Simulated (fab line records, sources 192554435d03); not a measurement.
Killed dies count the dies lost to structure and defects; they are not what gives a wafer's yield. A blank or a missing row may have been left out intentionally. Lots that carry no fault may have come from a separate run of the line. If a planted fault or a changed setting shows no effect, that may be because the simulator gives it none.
fab line records	flow n5Finfet
record: lots: 11	wafers: 31	lastDay: 17
route steps=1938 shown BEOL_M11@1573 PASSIVATION@1936
lots untouched by any fault: they come from a run of this same line in which no faults occurred
startH: the number of hours between the record's first day and the start of the first shown wafer of the lot	waitH: hours from the lot's prior step to this one	" identical to the entry in the row above	L1.1+2: several wafers, shown together as one row	- no value present, or no start provided	* or withheld: withheld	< > ~ a bound
route shown NAME@n: a module of which the file shows steps, and the number in the route of the first	usual: the fault-free wafers' mean and standard deviation	same: alike in all rows	chamber/n: place in a boat	sites: each site's reading	_std_site: standard deviation of those values	_edge_site: mean of outer sites minus mean of inner sites	radiusMm: for every site, how far away it sits from the centre of the wafer	mask NAME#n: copy n	behind: the tool/chamber that last shaped the wafer	hold: cause of the lot's hold/its duration in hours/its outcome	device: which transistor (n, p or np) failed to switch	end of line: the same wafers' tests at the end of the route	a step without rows: its recipe alone	killed: the dies lost at the first sort to structure and to defects; this is not the yield of the wafer	map: a wafer's dies, marking killed ones x, the rest . and places with no die _
set.NAME: the setting the step ran with; set.NAME@STEP: the setting that earlier step ran with	model.NAME: the simulator's own value behind a step, which no gauge read
route steps across a sampled set of lots; one table per step, one row per wafer
services: when a tool's chamber went out of use (startH, in hours from the record's first day, below 0 if earlier), for how many hours, and the reason
== steps ==
step: N5_BEOL_M11_ETCH_66
recipe: chemistry: N2/H2	target: SOC	targetDepthA: 1200	overetchA: 240	maskMaterial: SiARC	tempC: 40	timeS: 180	ionEnergyEv: 200	pressureMtorr: 30	sourceW: 840	biasW: 150	n2FlowSccm: 200	h2FlowSccm: 200
usual: drypumpMotorCurrentA: 5.7/0.5	oesProductAu: 0.65/0.069	rfVppV: 523.1/2.3	showerheadPlenumPTorr: 2.51/0.079	throttleValvePct: 17.71/0.2
lot.wafer	tool	chamber	startH	waitH	drypumpMotorCurrentA	oesProductAu	rfHoursCounterH	rfVppV	showerheadPlenumPTorr	throttleValvePct
L710.4	rieDiel-06	0	209.29	0.0	5.8	0.75	22	520.7	2.49	17.44
L710.5	"	3	"	"	5.9	0.68	-	521.6	2.47	17.55
L710.6	"	2	"	"	5.7	0.57	-	522.5	2.52	17.68
L712.1	rieDiel-06	2	240.64	0.0	5.7	0.56	239	523.3	2.51	17.71
L712.3	"	1	"	"	6.6	0.70	66	528.0	2.68	17.82
L712.5	"	1	"	"	6.7	0.70	-	528.1	2.68	17.82
L716.1	rieDiel-01	0	256.28	0.0	5.8	0.59	173	527.1	2.64	18.14
L716.4	"	2	"	"	4.9	0.64	98	520.9	2.47	17.69
L716.6	"	3	"	"	4.6	0.64	-	520.1	2.46	17.66
L715.2	rieDiel-01	3	256.75	0.0	4.7	0.64	115	521.2	2.46	17.66
L715.4	"	0	"	"	5.7	0.59	173	526.7	2.64	18.12
L715.5	"	3	"	"	4.7	0.65	-	521.7	2.46	17.66
L717.3	rieDiel-02	0	259.66	0.0	5.9	0.56	242	523.1	2.50	17.93
L717.4	"	3	"	"	5.6	0.55	226	525.1	2.62	18.00
L717.5	"	1	"	"	6.0	0.74	-	521.4	2.48	17.57
L720.4	rieDiel-02	1	287.61	0.1	6.0	0.73	-	521.8	2.48	17.60
L720.5	"	2	"	"	6.0	0.71	-	522.8	2.47	17.70
L720.6	"	3	"	"	5.6	0.54	-	526.6	2.62	18.00
L721.2	rieDiel-02	2	289.76	0.0	6.0	0.71	47	522.3	2.47	17.73
L721.4	"	3	"	"	5.6	0.54	-	526.1	2.62	18.01
L721.5	"	1	"	"	6.0	0.72	-	522.3	2.47	17.62
L722.5	rieDiel-02	2	292.44	0.1	6.0	0.71	-	523.3	2.47	17.73
L722.6	"	1	"	"	6.1	0.72	-	523.6	2.47	17.60
L725.3	rieDiel-02	3	315.70	0.0	5.6	0.54	247	524.0	2.61	18.03
L725.6	"	1	"	"	6.0	0.71	-	521.9	2.47	17.62
L727.1	rieDiel-01	1	336.11	0.0	5.8	0.58	201	520.4	2.42	17.66
L727.2	"	0	"	"	5.7	0.58	201	527.0	2.63	18.16
L727.6	"	2	"	"	4.9	0.62	-	521.5	2.46	17.72
L732.3	rieDiel-06	2	372.64	0.0	5.7	0.73	14	523.2	2.50	17.31
L732.4	"	3	"	"	5.9	0.64	112	522.6	2.45	17.65
L732.6	"	1	"	"	6.6	0.67	-	527.2	2.66	17.89
step: N5_BEOL_M11_CURE_72
recipe: tempC: 370	timeS: 120	ambient: DMADMS/He	material: SiCOH_lowk
usual: lampPowerPct: 52.31/0.053	wafer_temp_C_max: 371.8/0.61
lot.wafer	tool	chamber	startH	waitH	lampPowerPct	wafer_temp_C_max
L710.4	uvCure-03	2	210.09	0.2	52.27	372.5
L710.5	"	2	"	"	52.29	371.7
L710.6	"	2	"	"	52.43	372.3
L712.1	uvCure-02	1	241.24	0.0	52.34	371.3
L712.3	"	1	"	"	52.29	371.4
L712.5	"	1	"	"	52.30	371.9
L716.1	uvCure-03	0	256.88	0.0	52.35	372.5
L716.4	"	0	"	"	52.32	372.7
L716.6	"	0	"	"	52.24	371.4
L715.2	uvCure-01	2	257.40	0.1	52.25	371.0
L715.4	"	2	"	"	52.38	371.2
L715.5	"	2	"	"	52.24	371.3
L717.3	uvCure-01	0	260.36	0.1	52.39	371.2
L717.4	"	0	"	"	52.36	371.7
L717.5	"	0	"	"	52.42	371.6
L720.4	uvCure-01	1	288.30	0.2	52.39	372.3
L720.5	"	1	"	"	52.37	372.2
L720.6	"	1	"	"	52.27	372.2
L721.2	uvCure-01	1	290.42	0.1	52.40	372.6
L721.4	"	1	"	"	52.34	371.9
L721.5	"	1	"	"	52.39	372.2
L722.5	uvCure-01	1	293.19	0.2	52.28	371.5
L722.6	"	1	"	"	52.24	372.6
L725.3	uvCure-01	2	316.41	0.1	52.29	371.6
L725.6	"	2	"	"	52.36	371.3
L727.1	uvCure-03	1	336.72	0.0	52.37	371.1
L727.2	"	1	"	"	52.32	371.2
L727.6	"	1	"	"	52.28	371.3
L732.3	uvCure-02	1	373.34	0.1	52.24	371.8
L732.4	"	1	"	"	52.26	371.3
L732.6	"	1	"	"	52.40	371.4
step: N5_BEOL_M11_ECD_50
recipe: material: Cu	targetThkA: 3180
lot.wafer	tool	chamber	startH	waitH
L710.4+5+6	ecdCu-01	1,0,1	211.77	0.1
L712.1+3+5	ecdCu-01	1,0,1	242.57	0.1
L716.1+4+6	ecdCu-02	1,0,0	258.39	0.1
L715.2+4+5	ecdCu-02	0,1,0	259.87	0.1
L717.3+4+5	ecdCu-02	1,0,1	262.23	0.1
L720.4+5+6	ecdCu-02	1,0,1	290.27	0.1
L721.2+4+5	ecdCu-01	1,0,0	293.31	0.1
L722.5+6	ecdCu-01	0,1	294.51	0.1
L725.3+6	ecdCu-01	1	318.51	0.1
L727.1+2+6	ecdCu-01	0,1,1	340.02	0.1
L732.3+4+6	ecdCu-02	0,1,0	376.17	0.1
step: N5_BEOL_M11_CMP_52
recipe: stopOn: SiCOH_lowk	tOverpolishS: 7	downForcePsi: 1	platenRpm: 50	clearingPlatenDownForcePsi: 1.5	clearingPlatenRpm: 50	postCmpClean: cuAlkaline	targetThkNm: 140	clearingPlatenPadVelocityMS: 0.99484	padVelocityMS: 0.99484
usual: clearingPlatenRpm: 50.004/0.028	motorCurrentA: 6.0/0.51	platenRpm: 49.995/0.027	retainingRingPressureFrac: 1.000/0.0048	timeToEndpointS: 65.6/2.6
lot.wafer	tool	chamber	startH	waitH	clearingPlatenRpm	motorCurrentA	platenRpm	retainingRingPressureFrac	timeToEndpointS
L710.4	cmp-01	1	212.72	0.2	50.029	5.8	49.947	1.010	64.8
L710.5	"	3	"	"	49.963	6.1	50.019	1.002	63.9
L710.6	"	0	"	"	49.996	5.9	50.010	0.994	66.0
L712.1	cmp-01	0	242.97	0.3	50.005	5.7	49.976	0.994	62.8
L712.3	"	1	"	"	49.976	5.7	49.998	1.000	62.5
L712.5	"	0	"	"	50.036	5.6	50.021	0.999	63.9
L716.1	cmp-03	3	258.95	0.3	49.998	6.2	49.993	1.008	66.7
L716.4	"	1	"	"	50.057	6.4	50.009	0.992	68.0
L716.6	"	2	"	"	50.018	6.1	50.024	1.003	67.8
L715.4	cmp-03	0	260.31	0.2	49.969	6.3	49.990	0.999	61.3
L715.2	"	2	"	"	50.002	6.0	50.027	0.997	63.6
L715.5	"	0	"	"	49.928	6.0	50.022	1.000	63.6
L717.3	cmp-01	3	262.65	0.2	49.989	5.8	50.002	0.997	63.9
L717.4	"	0	"	"	49.974	5.7	50.024	1.013	61.6
L717.5	"	3	"	"	49.975	5.8	50.019	0.992	63.9
L720.4	cmp-01	0	290.73	0.2	50.016	5.5	49.979	1.002	66.9
L720.6	"	2	"	"	49.990	5.6	49.990	1.000	67.3
L720.5	"	3	"	"	49.978	5.8	49.952	0.992	66.1
L721.2	cmp-01	1	293.89	0.2	49.975	5.8	49.944	0.993	67.7
L721.4	"	3	"	"	49.993	6.1	50.012	1.000	68.0
L721.5	"	2	"	"	50.058	5.5	50.020	1.002	66.4
L722.5	cmp-04	1	295.01	0.2	50.025	6.1	50.008	0.996	123.6
L722.6	"	2	"	"	50.010	6.1	50.015	1.002	117.5
L725.3	cmp-01	3	318.92	0.2	50.032	6.0	49.976	0.999	68.0
L725.6	"	2	"	"	50.076	5.6	49.978	1.001	123.0
L727.2	cmp-01	2	340.43	0.2	49.999	5.8	49.996	0.997	62.9
L727.1	"	3	"	"	49.986	6.3	50.009	1.000	64.6
L727.6	"	3	"	"	50.041	5.8	50.007	1.001	119.4
L732.3	cmp-04	1	376.87	0.2	50.029	6.1	49.971	0.997	69.2
L732.4	"	2	"	"	50.006	6.0	50.002	1.004	65.4
L732.6	"	3	"	"	50.031	5.3	50.009	1.006	67.1
step: N5_BEOL_M11_INSPECT_58
recipe: inspectInstrument: darkfield	mode: postDep
usual: rawDefectCount: 85/29
lot.wafer	tool	chamber	startH	waitH	rawDefectCount
L710.4	defectInspect-02	-	213.13	0.0	53
L710.5	"	-	"	"	77
L710.6	"	-	"	"	32
L712.1	defectInspect-01	-	243.42	0.0	190
L712.3	"	-	"	"	144
L712.5	"	-	"	"	106
L716.1	defectInspect-01	-	259.36	0.0	85
L716.4	"	-	"	"	122
L716.6	"	-	"	"	85
L715.2	defectInspect-01	-	260.72	0.0	71
L715.4	"	-	"	"	71
L715.5	"	-	"	"	55
L717.3	defectInspect-02	-	263.06	0.0	88
L717.4	"	-	"	"	124
L717.5	"	-	"	"	57
L720.4	defectInspect-02	-	291.10	0.0	80
L720.5	"	-	"	"	86
L720.6	"	-	"	"	80
L721.2	defectInspect-02	-	294.34	0.0	51
L721.4	"	-	"	"	100
L721.5	"	-	"	"	61
L722.5	defectInspect-01	-	295.31	0.0	66
L722.6	"	-	"	"	62
L725.3	defectInspect-01	-	319.33	0.0	57
L725.6	"	-	"	"	71
L727.1	defectInspect-02	-	340.87	0.0	93
L727.2	"	-	"	"	88
L727.6	"	-	"	"	109
L732.3	defectInspect-02	-	377.24	0.0	66
L732.4	"	-	"	"	56
L732.6	"	-	"	"	110
step: N5_PASSIVATION_PROBE_49
usual: defectLimitedYield: 91.3/1.4	killed_at_M0_to_M3: 35/11	killed_at_M4_up: 14/5.4	killedAtContacts: 12/6.2	killedAtFrontEnd: 38/11	killedAtOther: 4.1/2.8	killedDies: 103/17	killedOpen: 66/13	killedShort: 34/8.2	sort_bin_5_function: 5.1/0.89	sort_bin_6_memory: 3.3/0.72	sortNPass: 1077/17	sortYieldPct: 91.3/1.4
same: grossDies: 1180	killedAtBackSide: 0	sort_bin_4_leakage[%]: 0	sort_bin_8_speed[%]: 0
lot.wafer	tool	chamber	startH	waitH	defectLimitedYield[%]	killed_at_M0_to_M3	killed_at_M4_up	killedAtContacts	killedAtFrontEnd	killedAtOther	killedDies	killedOpen	killedShort	sort_bin_5_function[%]	sort_bin_6_memory[%]	sortNPass	sortYieldPct[%]
L725.3	prober-02	-	358.12	0.1	91.6	26	9	15	46	3	99	65	33	4.3	3.6	1081	91.6
L725.6	prober-02	-	358.27	0.3	94.1	27	8	10	23	2	70	44	25	3.5	2.0	1110	94.1
killed by level:class
L725.3 STI_FIN_REVEAL:geometricParticle:open=17 BEOL_M2:geometricParticle:open=13 FIN_SAQP:geometricParticle:short=12 MOL_CONTACT_COAG:geometricParticle:open=12 FIN_SAQP:geometricParticle:open=6 BEOL_M3:geometricParticle:open=4 STARTING-WAFER:geometricParticle:short=4 MOL_CONTACT_COAG:geometricParticle:short=3
L725.6 MOL_CONTACT_COAG:geometricParticle:open=9 BEOL_M0_SAQP:geometricParticle:short=6 BEOL_M0_SAQP:geometricParticle:open=6 BEOL_M2:geometricParticle:open=6 BEOL_M4:geometricParticle:open=5 FIN_SAQP:geometricParticle:open=4 FIN_SAQP:geometricParticle:short=4 STI_FIN_REVEAL:geometricParticle:open=3
== services ==
tool	chamber	startH	hours	kind
uvCure-02	-	194.20	3.5	repair
uvCure-01	-	197.76	1.0	pm
cmp-04	-	202.11	4.0	pm
cmp-03	-	204.25	0.4	repair
cmp-04	-	207.42	3.5	pm
uvCure-01	-	213.00	2.8	pm
rieDiel-02	-	215.56	14.6	pm
rieDiel-01	-	231.04	0.4	repair
uvCure-03	-	249.33	2.1	pm
ecdCu-01	-	254.59	6.7	pm
cmp-01	-	264.83	4.0	pm
rieDiel-06	-	276.05	14.6	pm
cmp-01	-	278.43	11.6	pm
rieDiel-02	-	279.98	0.2	repair
uvCure-02	-	286.34	2.8	pm
cmp-03	-	288.57	3.1	pm
uvCure-02	-	297.02	10.8	repair
rieDiel-06	2	307.59	1.2	repair
rieDiel-02	0	316.35	5.3	repair
cmp-01	-	333.78	6.5	pm
uvCure-01	-	334.80	7.5	pm
rieDiel-06	2	335.32	3.3	repair
uvCure-01	-	342.35	2.1	pm
rieDiel-02	3	363.11	7.7	repair
== key ==
firstSign: step: N5_BEOL_M11_CMP_52	reading: timeToEndpointS	direction: up	sigmas: 21	usual: *	struck: *
effect none on later readings
metAt N5_BEOL_M11_ECD_50
struckLots L722,L725,L727
struckWafers L722.5,L722.6,L725.6,L727.6
notActingAt N5_BEOL_M11_ETCH_66,N5_BEOL_M11_CURE_72,N5_BEOL_M11_INSPECT_58
onsetBetween 293.31 294.51
fault: kind: processParameterDrift	tool: ecdCu-01	chamber: -	onsetH: 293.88	steps: N5_BEOL_M11_ECD_50	channel: targetThkA	offset: *	shape: step	endH: 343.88	scope: struckWafersOnly	actsIn: *	stated: *
